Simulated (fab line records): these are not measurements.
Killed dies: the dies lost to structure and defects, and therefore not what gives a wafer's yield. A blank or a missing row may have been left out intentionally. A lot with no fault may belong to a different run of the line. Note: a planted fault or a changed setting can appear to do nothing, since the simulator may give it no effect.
The same fault as seen by 3 desks | flow n5 finfet | numbers are kept per desk, each desk with only its own; the story behind them comes last

== TOOL OWNER'S DESK, rie diel-01 ==
The tool's own readings at N5_BEOL_M11_ETCH_65 (etches SiARC in CF4, target depth 39 nm, time 65 s): means of the sampled wafers that have a number, for each lot that ran on this tool. Any lot whose mean is over 4 standard deviations away from the usual mean is out of limits and marked OUT; that distance is given in the brackets.
Columns: A = drypump motor current A at N5_BEOL_M11_ETCH_65, usual 5.5 A; B = etch rf on time s at N5_BEOL_M11_ETCH_65, usual 64.0 s; C = oes product au at N5_BEOL_M11_ETCH_65, usual 0.70 a.u.; D = rf fwd power W at N5_BEOL_M11_ETCH_65, usual 538.2 W; E = rf vpp V at N5_BEOL_M11_ETCH_65, usual 184.1 V; F = showerhead plenum p Torr at N5_BEOL_M11_ETCH_65, usual 2.14 Torr; G = throttle valve pct at N5_BEOL_M11_ETCH_65, usual 15.58 %
lot  | first seen here | A   | B               | C    | D     | E     | F    | G
L369 | day 12 01:14    | 5.2 | 62.0            | 0.71 | 540.8 | 183.7 | 2.17 | 15.67
L378 | day 14 08:42    | 5.2 | 79.4 (+6.4) OUT | 0.62 | 540.3 | 184.6 | 2.16 | 15.71
L377 | day 14 20:21    | 5.4 | 80.0 (+6.7) OUT | 0.59 | 534.5 | 184.6 | 2.19 | 15.70
L389 | day 17 08:10    | 5.6 | 63.0            | 0.69 | 538.8 | 183.8 | 2.13 | 15.59
L390 | day 17 13:02    | 5.8 | 66.0            | 0.66 | 537.1 | 183.9 | 2.14 | 15.55
Finding of this desk: L377, L378 out of limits; the first was L378 at day 14 08:42, on etch rf on time s at N5_BEOL_M11_ETCH_65. L369, L389, L390 stayed within limits.

== AT THE METROLOGY DESK ==
Means of the sampled wafers that have a number, per lot and without regard to the tool the lot ran on: this is what the gauges read. Any lot whose mean is over 4 standard deviations away from the usual mean is out of limits and marked OUT; that distance is given in the brackets.
Columns: A = cd nm at N5_BEOL_M11_CD_MEAS_18, usual 69.8 nm
lot  | first seen here | A
L370 | day 11 13:23    | 69.1
L369 | day 11 23:25    | 71.9
L378 | day 14 07:55    | 69.4
L377 | day 14 19:28    | 69.5
L381 | day 14 20:16    | 71.2
L383 | day 15 13:05    | 69.6
L384 | day 15 23:14    | 69.8
L387 | day 16 11:01    | 69.1
L389 | day 17 06:35    | 69.1
L390 | day 17 12:08    | 71.0
L391 | day 17 13:55    | 70.6
This desk's verdict: no lot among the 11 shows anything out of limits.

== THE DEFECT DESK ==
Lot by lot, what the route's inspections counted, given as the mean of those sampled wafers with a number. Any lot whose mean is over 4 standard deviations away from the usual mean is out of limits and marked OUT; that distance is given in the brackets.
Columns: A = raw defect count at N5_BEOL_M11_INSPECT_30, usual 392
lot  | first seen here | A
L370 | day 11 13:55    | 315
L369 | day 12 00:57    | 357
L378 | day 14 08:23    | 347
L377 | day 14 20:02    | 350
L381 | day 14 21:30    | 360
L383 | day 15 15:11    | 298
L384 | day 16 00:38    | 359
L387 | day 16 14:31    | 305
L389 | day 17 08:01    | 255
L390 | day 17 12:51    | 441
L391 | day 17 15:47    | 518
This desk's verdict: no lot among the 11 shows anything out of limits.

== ALL TOGETHER ==
At day 14 08:42, on L377, L378, the tool owner's desk was in a position to raise an alarm.
Metrology desk: nothing out of limits seen.
The defect desk saw nothing out of limits.
The metrology desk has L377, L378 on record, within its limits.
The defect desk has L377, L378 on record, within its limits.
Every lot named ran N5_BEOL_M11_ETCH_65 on rie diel-01.

== WHAT HAD BEEN PUT IN BY THE SIMULATOR ==
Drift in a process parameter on rie diel-01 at N5_BEOL_M11_ETCH_65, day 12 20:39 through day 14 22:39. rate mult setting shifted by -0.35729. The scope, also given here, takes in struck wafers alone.
Shown lots that were struck: L377, L378.
Time in hours from fault onset to the first out-of-limits reading at each desk: the tool owner's desk, 36.
